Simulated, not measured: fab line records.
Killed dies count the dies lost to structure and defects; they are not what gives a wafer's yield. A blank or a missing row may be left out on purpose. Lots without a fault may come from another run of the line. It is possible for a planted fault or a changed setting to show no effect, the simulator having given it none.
fab line records	flow nandHarc
record: lots: 24	wafers: 72	lastDay: 33
route steps=1302 shown P_M0@272 P_M1@301 P_M2@331
lots with no fault: from the same line, run without faults
startH: hours from the record's first day to the start of the lot's first wafer shown	waitH: how many hours have passed since the lot's step before this one	" unchanged from the row above	L1.1+2: a row that stands for several wafers	- no value present, or no start provided	* or withheld: withheld	< > ~ a bound
route shown NAME@n: NAME is a module with steps in the file, n the number in the route of the first one	usual: the fault-free wafers' mean and standard deviation	same: alike in all rows	chamber/n: place in a boat	sites: per-site readings	_std_site: the values' standard deviation	_edge_site: outer sites' mean less inner sites'	radiusMm: for every site, how far away it sits from the centre of the wafer	mask NAME#n: copy n	behind: the most recent tool/chamber to have shaped the wafer	hold: why the lot was held/for how many hours/how that ended	device: the transistor (n, p or np) that didn't switch	end of line: the tests these same wafers got at the end of their route	step lacking rows: just its recipe	killed: at the first sort, the dies lost to defects and structure; wafer yield is something else	map: shows each die of a wafer: x if killed, . if not, _ if none is there
set.NAME: the setting the step ran with; set.NAME@STEP: the setting that earlier step ran with	model.NAME: the simulator's own value behind a step, which no gauge read
one table for each step of the route and one row for each wafer, over a sample of lots
services: a tool's chamber out of use, with start hour (startH, from the record's first day; less than 0 if before it), hours out, and reason
== steps ==
step: NHARC_P_M0_DEGAS_28
recipe: tempC: 250	timeS: 60
usual: heaterPowerW: 327/37
lot.wafer	tool	chamber	startH	waitH	heaterPowerW
L074.2	pvdSputter-02	-	123.52	-	312
L074.5	"	-	"	"	301
L074.6	"	-	"	"	270
L075.4	pvdSputter-01	-	133.35	-	341
L075.1	"	-	"	"	308
L075.5	"	-	"	"	351
L076.3	pvdSputter-02	-	147.42	-	303
L076.1	"	-	"	"	257
L076.5	"	-	"	"	318
L077.1	pvdSputter-02	-	150.30	-	316
L077.3	"	-	"	"	306
L077.6	"	-	"	"	261
L078.4	pvdSputter-03	-	157.77	-	389
L078.6	"	-	"	"	385
L078.5	"	-	"	"	388
L079.3	pvdSputter-02	-	174.73	-	309
L079.1	"	-	"	"	303
L079.5	"	-	"	"	261
L080.3	pvdSputter-01	-	175.87	-	302
L080.4	"	-	"	"	352
L080.5	"	-	"	"	303
L081.3	pvdSputter-02	-	190.19	-	307
L081.2	"	-	"	"	316
L081.5	"	-	"	"	262
L082.2	pvdSputter-03	-	203.50	-	293
L082.6	"	-	"	"	374
L082.5	"	-	"	"	295
L083.2	pvdSputter-02	-	209.24	-	309
L083.3	"	-	"	"	257
L083.5	"	-	"	"	308
L084.4	pvdSputter-03	-	230.14	-	310
L084.5	"	-	"	"	365
L084.6	"	-	"	"	381
L085.3	pvdSputter-02	-	235.92	-	304
L085.2	"	-	"	"	317
L085.5	"	-	"	"	264
L086.1	pvdSputter-03	-	245.35	-	301
L086.2	"	-	"	"	356
L086.6	"	-	"	"	355
L087.1	pvdSputter-01	-	253.37	-	318
L087.3	"	-	"	"	323
L087.2	"	-	"	"	339
L088.1	pvdSputter-02	-	274.30	-	327
L088.2	"	-	"	"	322
L088.3	"	-	"	"	317
L089.2	pvdSputter-02	-	275.75	-	269
L089.4	"	-	"	"	323
L089.5	"	-	"	"	324
L090.1	pvdSputter-01	-	287.29	-	318
L090.5	"	-	"	"	344
L090.6	"	-	"	"	321
L091.3	pvdSputter-03	-	289.36	-	373
L091.1	"	-	"	"	379
L091.5	"	-	"	"	369
L092.1	pvdSputter-03	-	303.64	-	360
L092.2	"	-	"	"	377
L092.5	"	-	"	"	379
L093.3	pvdSputter-01	-	312.11	-	328
L093.1	"	-	"	"	360
L093.4	"	-	"	"	342
L094.2	pvdSputter-03	-	326.43	-	381
L094.4	"	-	"	"	369
L094.6	"	-	"	"	387
L095.4	pvdSputter-03	-	327.11	-	385
L095.3	"	-	"	"	303
L095.5	"	-	"	"	365
L096.1	pvdSputter-01	-	338.18	-	354
L096.4	"	-	"	"	344
L096.5	"	-	"	"	316
L097.3	pvdSputter-02	-	349.83	-	308
L097.2	"	-	"	"	351
L097.1	"	-	"	"	325
step: NHARC_P_M0_PRE_CLEAN_29
recipe: timeS: 30	tempC: 280	gas: H2/He
usual: heaterPowerW: 403/44
lot.wafer	tool	chamber	startH	waitH	heaterPowerW
L074.2	pvdSputter-02	-	-	-	396
L074.6	"	-	"	"	397
L074.5	"	-	"	"	388
L075.1	pvdSputter-01	-	-	-	425
L075.4	"	-	"	"	372
L075.5	"	-	"	"	370
L076.1	pvdSputter-02	-	-	-	327
L076.3	"	-	"	"	400
L076.5	"	-	"	"	324
L077.1	pvdSputter-02	-	-	-	390
L077.3	"	-	"	"	377
L077.6	"	-	"	"	325
L078.4	pvdSputter-03	-	-	-	380
L078.6	"	-	"	"	372
L078.5	"	-	"	"	462
L079.1	pvdSputter-02	-	-	-	329
L079.3	"	-	"	"	385
L079.5	"	-	"	"	322
L080.3	pvdSputter-01	-	-	-	369
L080.4	"	-	"	"	375
L080.5	"	-	"	"	453
L081.3	pvdSputter-02	-	-	-	372
L081.2	"	-	"	"	394
L081.5	"	-	"	"	369
L082.2	pvdSputter-03	-	-	-	435
L082.6	"	-	"	"	449
L082.5	"	-	"	"	466
L083.3	pvdSputter-02	-	-	-	388
L083.2	"	-	"	"	390
L083.5	"	-	"	"	388
L084.4	pvdSputter-03	-	-	-	467
L084.6	"	-	"	"	451
L084.5	"	-	"	"	475
L085.3	pvdSputter-02	-	-	-	403
L085.2	"	-	"	"	393
L085.5	"	-	"	"	318
L086.1	pvdSputter-03	-	-	-	440
L086.2	"	-	"	"	465
L086.6	"	-	"	"	457
L087.2	pvdSputter-01	-	-	-	429
L087.1	"	-	"	"	381
L087.3	"	-	"	"	397
L088.2	pvdSputter-02	-	-	-	322
L088.3	"	-	"	"	390
L088.1	"	-	"	"	372
L089.4	pvdSputter-02	-	-	-	389
L089.2	"	-	"	"	322
L089.5	"	-	"	"	404
L090.1	pvdSputter-01	-	-	-	380
L090.5	"	-	"	"	420
L090.6	"	-	"	"	382
L091.3	pvdSputter-03	-	-	-	365
L091.1	"	-	"	"	472
L091.5	"	-	"	"	366
L092.1	pvdSputter-03	-	-	-	475
L092.2	"	-	"	"	458
L092.5	"	-	"	"	376
L093.4	pvdSputter-01	-	-	-	383
L093.3	"	-	"	"	394
L093.1	"	-	"	"	434
L094.2	pvdSputter-03	-	-	-	363
L094.4	"	-	"	"	454
L094.6	"	-	"	"	459
L095.4	pvdSputter-03	-	-	-	375
L095.3	"	-	"	"	449
L095.5	"	-	"	"	363
L096.1	pvdSputter-01	-	-	-	438
L096.4	"	-	"	"	425
L096.5	"	-	"	"	427
L097.1	pvdSputter-02	-	-	-	434
L097.3	"	-	"	"	395
L097.2	"	-	"	"	371
step: NHARC_P_M0_PVD_20
recipe: targetThkA: 50	biasV: 168.6	powerW: 15000	chamberPressurePa: 0.12	timeS: 8.06	substrateTempC: 50	material: TaN
usual: biasV: 168.5/1.7	throttleValvePct: 30.0/1.4
lot.wafer	tool	chamber	startH	waitH	biasV	throttleValvePct
L074.2	pvdSputter-02	-	-	-	169.9	29.9
L074.5	"	-	"	"	167.7	29.8
L074.6	"	-	"	"	168.8	30.3
L075.1	pvdSputter-01	-	-	-	168.2	30.8
L075.4	"	-	"	"	169.1	30.2
L075.5	"	-	"	"	167.6	30.7
L076.3	pvdSputter-02	-	-	-	169.1	30.2
L076.1	"	-	"	"	167.5	27.0
L076.5	"	-	"	"	169.9	31.3
L077.3	pvdSputter-02	-	-	-	168.7	29.7
L077.1	"	-	"	"	170.2	30.1
L077.6	"	-	"	"	167.2	31.3
L078.4	pvdSputter-03	-	-	-	165.2	27.2
L078.6	"	-	"	"	168.5	29.9
L078.5	"	-	"	"	170.0	30.9
L079.3	pvdSputter-02	-	-	-	166.3	31.4
L079.1	"	-	"	"	170.3	26.7
L079.5	"	-	"	"	167.8	29.8
L080.4	pvdSputter-01	-	-	-	167.5	30.8
L080.3	"	-	"	"	166.4	30.2
L080.5	"	-	"	"	167.7	30.9
L081.3	pvdSputter-02	-	-	-	168.9	31.2
L081.2	"	-	"	"	165.8	27.1
L081.5	"	-	"	"	167.4	29.9
L082.2	pvdSputter-03	-	-	-	170.4	31.6
L082.6	"	-	"	"	169.5	31.3
L082.5	"	-	"	"	168.3	30.6
L083.2	pvdSputter-02	-	-	-	171.8	26.7
L083.3	"	-	"	"	170.3	29.4
L083.5	"	-	"	"	168.4	26.8
L084.4	pvdSputter-03	-	-	-	168.6	27.5
L084.5	"	-	"	"	168.6	31.2
L084.6	"	-	"	"	166.7	30.4
L085.2	pvdSputter-02	-	-	-	168.7	30.1
L085.3	"	-	"	"	164.4	26.7
L085.5	"	-	"	"	168.2	30.3
L086.1	pvdSputter-03	-	-	-	168.4	31.4
L086.2	"	-	"	"	166.5	30.9
L086.6	"	-	"	"	171.0	31.6
L087.3	pvdSputter-01	-	-	-	170.2	30.0
L087.2	"	-	"	"	169.0	30.0
L087.1	"	-	"	"	166.7	30.6
L088.1	pvdSputter-02	-	-	-	168.8	31.1
L088.3	"	-	"	"	168.3	29.8
L088.2	"	-	"	"	168.7	26.9
L089.4	pvdSputter-02	-	-	-	168.9	30.3
L089.2	"	-	"	"	168.8	31.3
L089.5	"	-	"	"	168.6	27.0
L090.1	pvdSputter-01	-	-	-	168.6	31.1
L090.5	"	-	"	"	169.7	30.7
L090.6	"	-	"	"	169.7	30.3
L091.3	pvdSputter-03	-	-	-	164.5	30.4
L091.1	"	-	"	"	168.5	31.1
L091.5	"	-	"	"	171.4	27.5
L092.2	pvdSputter-03	-	-	-	169.4	27.6
L092.1	"	-	"	"	165.3	31.0
L092.5	"	-	"	"	166.6	31.4
L093.1	pvdSputter-01	-	-	-	168.0	30.3
L093.3	"	-	"	"	166.6	30.7
L093.4	"	-	"	"	169.5	31.2
L094.4	pvdSputter-03	-	-	-	168.4	27.4
L094.2	"	-	"	"	168.8	30.7
L094.6	"	-	"	"	167.8	31.6
L095.4	pvdSputter-03	-	-	-	174.1	27.5
L095.3	"	-	"	"	165.7	31.1
L095.5	"	-	"	"	169.9	27.4
L096.1	pvdSputter-01	-	-	-	168.6	30.2
L096.4	"	-	"	"	170.5	30.8
L096.5	"	-	"	"	169.1	30.1
L097.3	pvdSputter-02	-	-	-	170.6	29.3
L097.1	"	-	"	"	166.1	30.8
L097.2	"	-	"	"	169.9	27.6
step: NHARC_P_M1_CD_MEAS_16
usual: cdNm: 130.0/0.77
lot.wafer	tool	chamber	startH	waitH	cdNm
L074.2	cdSem-01	-	126.92	-	130.1
L074.5	"	-	"	"	130.8
L074.6	"	-	"	"	131.3
L075.1	cdSem-02	-	136.78	-	130.7
L075.4	"	-	"	"	130.8
L075.5	"	-	"	"	128.4
L076.1	cdSem-03	-	150.77	-	129.7
L076.3	"	-	"	"	130.2
L076.5	"	-	"	"	129.0
L077.1	cdSem-01	-	153.94	-	130.7
L077.3	"	-	"	"	131.5
L077.6	"	-	"	"	131.1
L078.4	cdSem-01	-	161.34	-	130.3
L078.5	"	-	"	"	129.1
L078.6	"	-	"	"	130.5
L079.1	cdSem-03	-	178.03	-	129.1
L079.3	"	-	"	"	129.1
L079.5	"	-	"	"	130.9
L080.3	cdSem-01	-	179.19	-	130.0
L080.4	"	-	"	"	130.3
L080.5	"	-	"	"	129.3
L081.2	cdSem-03	-	193.74	-	129.7
L081.3	"	-	"	"	129.9
L081.5	"	-	"	"	129.4
L082.2	cdSem-01	-	206.79	-	130.9
L082.5	"	-	"	"	130.9
L082.6	"	-	"	"	130.2
L083.2	cdSem-02	-	212.56	-	129.4
L083.3	"	-	"	"	129.8
L083.5	"	-	"	"	129.1
L084.4	cdSem-02	-	233.43	-	130.2
L084.5	"	-	"	"	129.3
L084.6	"	-	"	"	128.0
L085.2	cdSem-02	-	239.28	-	130.4
L085.3	"	-	"	"	131.5
L085.5	"	-	"	"	131.0
L086.1	cdSem-01	-	248.64	-	129.3
L086.2	"	-	"	"	130.5
L086.6	"	-	"	"	129.9
L087.1	cdSem-03	-	256.79	-	129.8
L087.2	"	-	"	"	129.4
L087.3	"	-	"	"	131.0
L088.1	cdSem-01	-	277.71	-	131.4
L088.2	"	-	"	"	130.5
L088.3	"	-	"	"	130.0
L089.2	cdSem-02	-	279.17	-	129.5
L089.4	"	-	"	"	129.6
L089.5	"	-	"	"	130.3
L090.1	cdSem-03	-	290.73	-	128.8
L090.5	"	-	"	"	130.1
L090.6	"	-	"	"	129.5
L091.1	cdSem-02	-	292.71	-	129.8
L091.3	"	-	"	"	130.0
L091.5	"	-	"	"	128.9
L092.1	cdSem-03	-	307.26	-	129.5
L092.2	"	-	"	"	129.2
L092.5	"	-	"	"	129.8
L093.1	cdSem-01	-	315.82	-	129.1
L093.3	"	-	"	"	129.7
L093.4	"	-	"	"	129.0
L094.2	cdSem-01	-	329.75	-	129.3
L094.4	"	-	"	"	130.3
L094.6	"	-	"	"	130.0
L095.3	cdSem-01	-	330.54	-	129.9
L095.4	"	-	"	"	131.1
L095.5	"	-	"	"	130.5
L096.1	cdSem-01	-	341.68	-	130.2
L096.4	"	-	"	"	129.6
L096.5	"	-	"	"	129.8
L097.1	cdSem-01	-	353.27	-	130.1
L097.2	"	-	"	"	130.9
L097.3	"	-	"	"	130.1
step: NHARC_P_M1_PRE_CLEAN_32
recipe: timeS: 12	tempC: 370	rfPowerW: 300	gas: NH3
usual: heaterPowerW: 619/41
lot.wafer	tool	chamber	startH	waitH	heaterPowerW	sinceWetCleanH
L074.2	pecvd-01	1	129.32	0.1	520	167
L074.6	"	2	"	"	623	-
L074.5	"	0	"	"	589	-
L075.1	pecvd-02	2	139.16	0.1	656	80
L075.5	"	1	"	"	633	-
L075.4	"	2	"	"	653	-
L076.1	pecvd-02	1	153.18	0.1	632	94
L076.3	"	0	"	"	532	94
L076.5	"	0	"	"	523	-
L077.1	pecvd-04	2	156.31	0.1	690	55
L077.3	"	1	"	"	639	-
L077.6	"	2	"	"	694	-
L078.5	pecvd-02	1	163.71	0.1	601	-
L078.4	"	2	"	"	590	-
L078.6	"	0	"	"	556	-
L079.3	pecvd-01	0	180.38	0.1	644	37
L079.1	"	1	"	"	540	37
L079.5	"	1	"	"	555	-
L080.3	pecvd-04	2	181.52	0.1	693	80
L080.4	"	0	"	"	645	-
L080.5	"	1	"	"	565	-
L081.2	pecvd-01	2	196.11	0.1	589	53
L081.3	"	0	"	"	634	53
L081.5	"	0	"	"	641	-
L082.2	pecvd-04	2	209.14	0.1	595	108
L082.6	"	1	"	"	581	-
L082.5	"	2	"	"	611	-
L083.3	pecvd-01	0	214.89	0.1	603	72
L083.2	"	1	"	"	576	72
L083.5	"	2	"	"	569	-
L084.4	pecvd-04	0	235.93	0.2	702	-
L084.5	"	1	"	"	665	-
L084.6	"	2	"	"	710	-
L085.2	pecvd-02	0	241.64	0.1	585	2
L085.3	"	1	"	"	535	2
L085.5	"	0	"	"	595	-
L086.2	pecvd-04	2	250.99	0.1	678	150
L086.1	"	0	"	"	651	150
L086.6	"	1	"	"	606	-
L087.3	pecvd-04	1	259.20	0.1	638	158
L087.2	"	2	"	"	582	158
L087.1	"	0	"	"	578	158
L088.1	pecvd-01	2	280.17	0.1	593	137
L088.3	"	0	"	"	646	137
L088.2	"	1	"	"	662	137
L089.2	pecvd-02	2	281.50	0.1	699	41
L089.5	"	0	"	"	615	-
L089.4	"	1	"	"	598	-
L090.1	pecvd-04	0	293.07	0.1	657	11
L090.6	"	1	"	"	631	-
L090.5	"	2	"	"	611	-
L091.1	pecvd-01	2	295.04	0.1	626	152
L091.3	"	0	"	"	648	152
L091.5	"	0	"	"	671	-
L092.2	pecvd-01	1	309.75	0.1	605	167
L092.1	"	0	"	"	612	167
L092.5	"	2	"	"	619	-
L093.1	pecvd-04	1	319.02	0.9	568	37
L093.4	"	1	"	"	567	-
L093.3	"	0	"	"	647	-
L094.2	pecvd-01	2	332.11	0.1	668	8
L094.6	"	2	"	"	666	-
L094.4	"	0	"	"	582	-
L095.3	pecvd-01	1	332.90	0.1	579	9
L095.5	"	2	"	"	621	-
L095.4	"	0	"	"	605	-
L096.1	pecvd-04	1	344.03	0.1	616	62
L096.4	"	0	"	"	658	-
L096.5	"	0	"	"	671	-
L097.2	pecvd-02	0	355.68	0.1	593	116
L097.1	"	1	"	"	601	116
L097.3	"	2	"	"	627	116
step: NHARC_P_M2_DESCUM_14
recipe: timeS: 3	o2FlowSccm: 200	arFlowSccm: 0	biasPowerW: 0	chemistry: O2
usual: drypumpMotorCurrentA: 6.1/0.47	oesProductAu: 0.999/0.0087	rfVppV: 57.8/0.88	showerheadPlenumPTorr: 1.94/0.1	throttleValvePct: 11.311/0.0092
lot.wafer	tool	chamber	startH	waitH	drypumpMotorCurrentA	oesProductAu	rfHoursCounterH	rfVppV	showerheadPlenumPTorr	throttleValvePct
L074.2	rieDiel-12	3	130.83	0.1	6.4	1.005	0.8	58.3	2.07	11.329
L074.6	"	2	"	"	5.1	0.985	-	57.6	2.05	11.297
L074.5	"	3	"	"	6.3	1.010	-	57.5	2.07	11.305
L075.4	rieDiel-10	2	140.54	0.1	5.8	1.019	1.4	57.3	1.96	11.306
L075.1	"	1	"	"	5.9	1.006	1.7	58.7	1.82	11.301
L075.5	"	3	"	"	5.5	1.006	-	56.5	2.03	11.319
L076.1	rieDiel-10	0	154.85	0.1	6.4	0.992	3.1	58.0	1.99	11.305
L076.3	"	1	"	"	5.9	1.008	2.6	57.2	1.82	11.315
L076.5	"	3	"	"	5.5	1.006	-	57.6	2.03	11.308
L077.3	rieDiel-10	2	158.00	0.1	5.7	1.008	2.4	56.8	1.96	11.314
L077.1	"	3	"	"	5.5	0.996	3.0	58.1	2.03	11.305
L077.6	"	0	"	"	6.4	0.985	-	58.7	1.99	11.314
L078.4	rieDiel-12	3	165.12	0.1	6.4	0.988	-	58.7	2.07	11.317
L078.6	"	0	"	"	6.5	0.996	-	56.4	1.79	11.301
L078.5	"	1	"	"	6.6	0.996	-	57.3	2.00	11.312
L079.3	rieDiel-06	2	181.88	0.1	6.1	0.994	2.4	56.7	1.81	11.320
L079.1	"	0	"	"	5.3	0.998	2.0	57.9	1.88	11.315
L079.5	"	3	"	"	5.9	1.002	-	56.9	1.85	11.319
L080.4	rieDiel-10	3	183.07	0.1	5.5	1.003	4.4	57.3	2.03	11.313
L080.3	"	1	"	"	5.9	0.999	4.2	57.4	1.82	11.310
L080.5	"	3	"	"	5.5	1.005	-	58.5	2.03	11.298
L081.2	rieDiel-06	3	197.62	0.1	5.9	0.997	2.7	56.1	1.85	11.307
L081.3	"	0	"	"	5.3	0.986	2.8	57.8	1.88	11.313
L081.5	"	3	"	"	5.9	0.995	-	55.7	1.85	11.306
L082.2	rieDiel-12	0	210.63	0.1	6.4	0.987	5.4	56.5	1.78	11.316
L082.6	"	0	"	"	6.5	0.994	-	56.6	1.78	11.314
L082.5	"	1	"	"	6.6	0.999	-	58.7	2.00	11.306
L083.2	rieDiel-06	0	216.30	0.1	5.3	0.997	4.0	58.0	1.88	11.306
L083.3	"	2	"	"	6.1	1.004	5.1	58.1	1.80	11.324
L083.5	"	0	"	"	5.3	1.002	-	57.2	1.88	11.306
L084.4	rieDiel-12	1	237.26	0.1	6.6	1.011	6.7	59.1	2.00	11.316
L084.5	"	0	"	"	6.5	0.995	-	57.0	1.78	11.306
L084.6	"	1	"	"	6.6	1.019	-	57.5	2.00	11.310
L085.2	rieDiel-12	3	243.04	0.1	6.4	1.013	7.0	58.0	2.07	11.312
L085.3	"	0	"	"	6.5	1.015	6.9	56.9	1.78	11.321
L085.5	"	1	"	"	6.6	1.009	-	57.2	2.00	11.308
L086.1	rieDiel-12	1	252.51	0.1	6.6	0.994	7.0	57.8	2.00	11.320
L086.2	"	2	"	"	5.1	0.982	6.4	58.3	2.04	11.325
L086.6	"	1	"	"	6.6	0.997	-	57.8	2.00	11.307
L087.3	rieDiel-06	2	261.29	0.1	6.1	1.007	8.2	57.2	1.80	11.316
L087.1	"	3	"	"	5.9	0.991	8.3	58.3	1.85	11.313
L087.2	"	1	"	"	6.3	0.990	8.3	57.4	1.97	11.292
L088.1	rieDiel-06	2	281.71	0.1	6.1	1.006	9.1	57.0	1.80	11.303
L088.3	"	3	"	"	5.9	0.997	9.3	57.3	1.85	11.317
L088.2	"	0	"	"	5.3	0.980	9.4	57.4	1.88	11.308
L089.4	rieDiel-12	3	283.02	0.1	6.4	0.984	0.3	57.9	2.07	11.306
L089.2	"	2	"	"	5.2	0.997	0.2	58.9	2.04	11.336
L089.5	"	0	"	"	6.5	1.003	-	58.0	1.78	11.320
L090.1	rieDiel-10	3	294.73	0.1	5.5	0.998	2.6	58.2	2.03	11.304
L090.5	"	3	"	"	5.5	0.981	-	57.9	2.03	11.296
L090.6	"	0	"	"	6.4	0.994	-	59.0	1.99	11.312
L091.3	rieDiel-12	2	296.55	0.1	5.2	1.009	1.1	58.7	2.04	11.309
L091.1	"	3	"	"	6.4	0.997	1.4	57.7	2.07	11.331
L091.5	"	1	"	"	6.6	0.998	-	58.1	2.00	11.318
L092.2	rieDiel-10	1	311.40	0.1	5.8	1.005	3.6	57.5	1.82	11.308
L092.1	"	0	"	"	6.4	0.993	3.9	57.6	1.99	11.320
L092.5	"	2	"	"	5.7	0.997	-	57.8	1.95	11.327
L093.1	rieDiel-12	3	320.95	0.1	6.4	0.998	2.3	59.1	2.07	11.316
L093.3	"	1	"	"	6.6	0.999	2.1	58.5	2.00	11.322
L093.4	"	3	"	"	6.4	1.008	-	57.7	2.07	11.297
L094.2	rieDiel-12	0	333.74	0.1	6.5	0.999	2.5	57.2	1.78	11.311
L094.4	"	1	"	"	6.6	1.003	2.3	58.4	2.00	11.301
L094.6	"	1	"	"	6.6	1.002	-	58.0	2.00	11.322
L095.3	rieDiel-12	2	334.53	0.1	5.2	1.000	1.7	59.6	2.04	11.321
L095.4	"	3	"	"	6.4	0.999	2.5	58.7	2.07	11.305
L095.5	"	3	"	"	6.4	0.997	-	59.6	2.07	11.307
L096.4	rieDiel-06	1	345.69	0.1	6.3	0.991	2.7	58.3	1.97	11.318
L096.1	"	2	"	"	6.1	0.980	2.9	56.7	1.80	11.316
L096.5	"	2	"	"	6.1	0.998	-	56.9	1.80	11.311
L097.2	rieDiel-12	0	357.20	0.1	6.5	0.997	4.4	57.7	1.78	11.307
L097.3	"	2	"	"	5.2	0.995	3.0	59.1	2.04	11.297
L097.1	"	3	"	"	6.4	0.999	4.4	57.9	2.06	11.309
== services ==
tool	chamber	startH	hours	kind
pvdSputter-02	-	104.00	10.0	pm
pecvd-01	-	130.00	13.0	pm
rieDiel-06	-	130.30	9.0	pm
pvdSputter-02	-	136.79	1.9	repair
pecvd-04	0	143.10	23.1	repair
pvdSputter-01	-	147.95	8.1	repair
rieDiel-06	3	150.47	8.0	repair
rieDiel-12	2	157.21	14.8	repair
pvdSputter-03	-	159.65	1.0	repair
rieDiel-10	3	165.15	3.4	repair
pvdSputter-03	-	170.00	10.0	pm
pvdSputter-03	-	185.94	14.7	repair
pvdSputter-02	-	199.90	0.6	repair
pvdSputter-01	-	226.00	10.0	pm
pvdSputter-01	-	242.89	1.2	repair
rieDiel-12	0	247.12	9.7	repair
rieDiel-12	-	268.44	9.0	pm
pecvd-04	-	269.06	13.0	pm
pvdSputter-02	-	282.00	10.0	pm
pecvd-01	-	311.00	13.0	pm
rieDiel-12	2	314.26	8.5	repair
pvdSputter-01	-	345.25	0.8	repair
pvdSputter-03	-	348.00	10.0	pm
pecvd-04	-	350.65	0.4	repair
== key ==
fault none
